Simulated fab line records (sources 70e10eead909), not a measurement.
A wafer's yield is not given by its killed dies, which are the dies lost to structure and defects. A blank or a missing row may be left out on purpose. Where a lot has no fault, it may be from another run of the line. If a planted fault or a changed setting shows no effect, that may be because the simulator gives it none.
Which tool is to blame?    flow nandHarc    13 lots with 39 wafers sampled at 5 steps, on a route of 1159 steps

== WHAT THE GAUGES SHOWED, per wafer ==
NHARC_END_SORT_01. Usual: killedAtArray 27, standard deviation 10; killedAtOther 0.6, standard deviation 0.96; killedAtPeriphery 3.4, standard deviation 2.7; killedDies 31, standard deviation 10; killedOpen 2.9, standard deviation 1.8; killedShort 1.8, standard deviation 1.4.
lot   measured      on         killedAtArray  killedAtOther  killedAtPeriphery  killedDies   killedOpen  killedShort  flag
L134  day 20 16:42  prober-02  94 131 127     3 0 0          7 4 5              104 135 132  2 1 1       4 1 3        OFF
L139  day 21 21:16  prober-01  150 85 89      0 0 0          2 7 8              152 92 97    1 5 7       1 2 0        OFF
L148  day 23 03:20  prober-02  15 15          0 0            1 1                16 16        5 2         3 5          

== WHAT TOOL EACH LOT RAN ON (gives the tool, then ch and the chambers of the sampled wafers, and finally the start) ==
lot   NHARC_A_STAIRCASE_ETCH_294         NHARC_THIN_TSV_DEP_47            NHARC_THIN_TSV_ETCHBACK_48         NHARC_THIN_TSV_ANNEAL_52
L132  rieDiel-08 ch 0,3, day 11 18:23    pecvd-03 ch 0,1, day 19 10:56    rieDiel-09 ch 0,2,3, day 19 11:20  rtpAnneal-01 ch 0, day 19 13:10
L133  rieDiel-03 ch 0,2,3, day 11 19:15  pecvd-03 ch 0,1,2, day 19 01:51  rieDiel-04 ch 0,2,3, day 19 02:17  rtpAnneal-01 ch 0, day 19 04:03
L134  rieDiel-03 ch 1,2, day 12 04:25    pecvd-04 ch 0,2, day 19 12:23    rieDiel-04 ch 1,2, day 19 12:44    rtpAnneal-02 ch 0, day 19 14:30
L139  rieDiel-03 ch 0,3, day 13 16:41    pecvd-03 ch 1,2, day 21 07:08    rieDiel-04 ch 1,2,3, day 21 07:34  rtpAnneal-01 ch 0, day 21 09:14
L147  rieDiel-08 ch 1,3, day 14 17:12    pecvd-04 ch 0,1,2, day 21 17:24  rieDiel-04 ch 1,2, day 21 17:46    rtpAnneal-01 ch 0, day 21 19:33
L146  rieDiel-08 ch 1,3, day 15 02:15    pecvd-03 ch 1,2, day 22 14:19    rieDiel-09 ch 0,1,2, day 22 14:45  rtpAnneal-01 ch 0, day 22 16:23
L148  rieDiel-08 ch 0,1,2, day 15 12:43  pecvd-03 ch 1,2, day 22 15:26    rieDiel-04 ch 1,2,3, day 22 15:52  rtpAnneal-01 ch 0, day 22 17:31
L149  rieDiel-08 ch 0,2,3, day 15 17:16  pecvd-04 ch 0,1, day 22 23:25    rieDiel-11 ch 0,1,3, day 22 23:49  rtpAnneal-02 ch 0, day 23 01:38
L150  rieDiel-08 ch 1,2, day 16 05:37    pecvd-04 ch 0,1,2, day 23 19:24  rieDiel-09 ch 0,3, day 23 19:42    rtpAnneal-01 ch 0, day 23 21:42
L152  rieDiel-08 ch 0,1,2, day 16 12:46  pecvd-02 ch 0,1,2, day 23 19:57  rieDiel-09 ch 0,2,3, day 23 20:24  rtpAnneal-02 ch 0, day 23 22:07
L153  rieDiel-08 ch 0,1,3, day 16 22:50  pecvd-03 ch 0,2, day 24 10:20    rieDiel-11 ch 0,1,2, day 24 10:43  rtpAnneal-01 ch 0, day 24 12:49
L154  rieDiel-03 ch 0,2,3, day 17 00:29  pecvd-03 ch 0,2, day 24 11:31    rieDiel-04 ch 0,1,2, day 24 11:55  rtpAnneal-01 ch 0, day 24 13:44
L155  rieDiel-01 ch 1,2, day 17 17:54    pecvd-02 ch 1,2, day 25 05:02    rieDiel-04 ch 0,1,3, day 25 05:31  rtpAnneal-01 ch 0, day 25 07:11
- NHARC_A_STAIRCASE_ETCH_294: etches the open film in C4F8/O2/Ar, target depth 4992 nm, time 1212.4 s.
- NHARC_THIN_TSV_DEP_47: deposits SiO2, target thk 200 nm.
- NHARC_THIN_TSV_ETCHBACK_48: etches the open film in C4F8/Ar, target depth 1028.5 nm, time 405.17 s.
- NHARC_THIN_TSV_ANNEAL_52: time 90 s.

== AS READ BY THE TOOLS THEMSELVES (means over the sampled wafers that have a number; for cases with no such wafer, the mark the record gives instead) ==
NHARC_A_STAIRCASE_ETCH_294. Usual: oesProductAu 0.938 a.u., standard deviation 0.015; rfVppV 1828 V, standard deviation 9.9.
lot   tool        oesProductAu (a.u.)  rfVppV (V)  flag
L132  rieDiel-08  0.943                1819        
L133  rieDiel-03  0.930                1831        
L134  rieDiel-03  0.942                1825        
L139  rieDiel-03  0.930                1830        
L147  rieDiel-08  0.949                1816        
L146  rieDiel-08  0.938                1818        
L148  rieDiel-08  0.943                1825        
L149  rieDiel-08  0.949                1824        
L150  rieDiel-08  0.942                1825        
L152  rieDiel-08  0.955                1825        
L153  rieDiel-08  0.939                1819        
L154  rieDiel-03  0.929                1828        
L155  rieDiel-01  0.916                1842        

NHARC_THIN_TSV_DEP_47. Usual: flowSccm 2650 sccm, standard deviation 8.4; showerheadVppV 1840 V, standard deviation 86; throttleValvePct 16.1 %, standard deviation 0.5.
lot   tool      flowSccm (sccm)  showerheadVppV (V)  throttleValvePct (%)  flag
L132  pecvd-03  2647             1795                16.3                  
L133  pecvd-03  2651             1820                16.2                  
L134  pecvd-04  2651             1848                15.7                  
L139  pecvd-03  2656             1762                16.2                  
L147  pecvd-04  2651             1865                15.8                  
L146  pecvd-03  2652             1827                16.5                  
L148  pecvd-03  2655             1824                16.4                  
L149  pecvd-04  2656             1882                15.5                  
L150  pecvd-04  2653             1860                15.9                  
L152  pecvd-02  2640             1882                15.5                  
L153  pecvd-03  2649             1844                16.9                  
L154  pecvd-03  2635             1870                16.9                  
L155  pecvd-02  2659             1909                16.2                  

NHARC_THIN_TSV_ETCHBACK_48. Usual: oesProductAu 0.96 a.u., standard deviation 0.035; rfVppV 546 V, standard deviation 3.3.
lot   tool        oesProductAu (a.u.)  rfVppV (V)  flag
L132  rieDiel-09  1.00                 548         
L133  rieDiel-04  0.92                 547         
L134  rieDiel-04  0.93                 549         
L139  rieDiel-04  0.97                 546         
L147  rieDiel-04  0.94                 549         
L146  rieDiel-09  0.93                 548         
L148  rieDiel-04  0.99                 547         
L149  rieDiel-11  0.92                 546         
L150  rieDiel-09  0.92                 548         
L152  rieDiel-09  0.93                 546         
L153  rieDiel-11  1.00                 546         
L154  rieDiel-04  0.99                 546         
L155  rieDiel-04  0.97                 542         

NHARC_THIN_TSV_ANNEAL_52. Usual: 225.96 for wafer_temp_C_max, sd 0.29.
lot   tool          wafer_temp_C_max  flag
L132  rtpAnneal-01  226.05            
L133  rtpAnneal-01  226.05            
L134  rtpAnneal-02  225.68            
L139  rtpAnneal-01  225.90            
L147  rtpAnneal-01  225.79            
L146  rtpAnneal-01  225.89            
L148  rtpAnneal-01  225.97            
L149  rtpAnneal-02  226.11            
L150  rtpAnneal-01  225.86            
L152  rtpAnneal-02  225.65            
L153  rtpAnneal-01  226.06            
L154  rtpAnneal-01  226.11            
L155  rtpAnneal-01  226.04            

== THE ANSWER, worked out from the rows above alone ==
Rule: a lot is off if the mean of its wafers that have a number lies more than 3 standard deviations from the usual mean. Also off: a lot with no number at a reading for which 4 or more lots have one. All remaining lots with rows at the step are treated as sound. Order of review: gauges by route order, followed by the tools' own readings, for which a lot's mean as printed above is used. The first step at which some lot is off is used, and at that step the reading that is off furthest; a lot without a number counts as furthest.
Off at NHARC_END_SORT_01 (killedDies): L134, L139. Neither off nor sound, because the step has no rows for them: L132, L133, L147, L146, L149, L150, L152, L153, L154, L155.
A tool fits if, at a process step before that reading, it ran every lot that is off, and no sound lot after the first of them. Gauges at NHARC_END_SORT_01: tried the same way as those tools. One fits: NHARC_A_STAIRCASE_ETCH_294 on rieDiel-03. It ran no sound lot before its first lot that is off in this sample, so the start can't be narrowed down.

== WHAT WAS PUT IN BY THE SIMULATOR ==
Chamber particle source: rieDiel-03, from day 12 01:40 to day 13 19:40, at NHARC_A_STAIRCASE_ETCH_294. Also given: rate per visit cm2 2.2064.
Shown lots that were struck: L134, L139. The rule above reached the same finding.
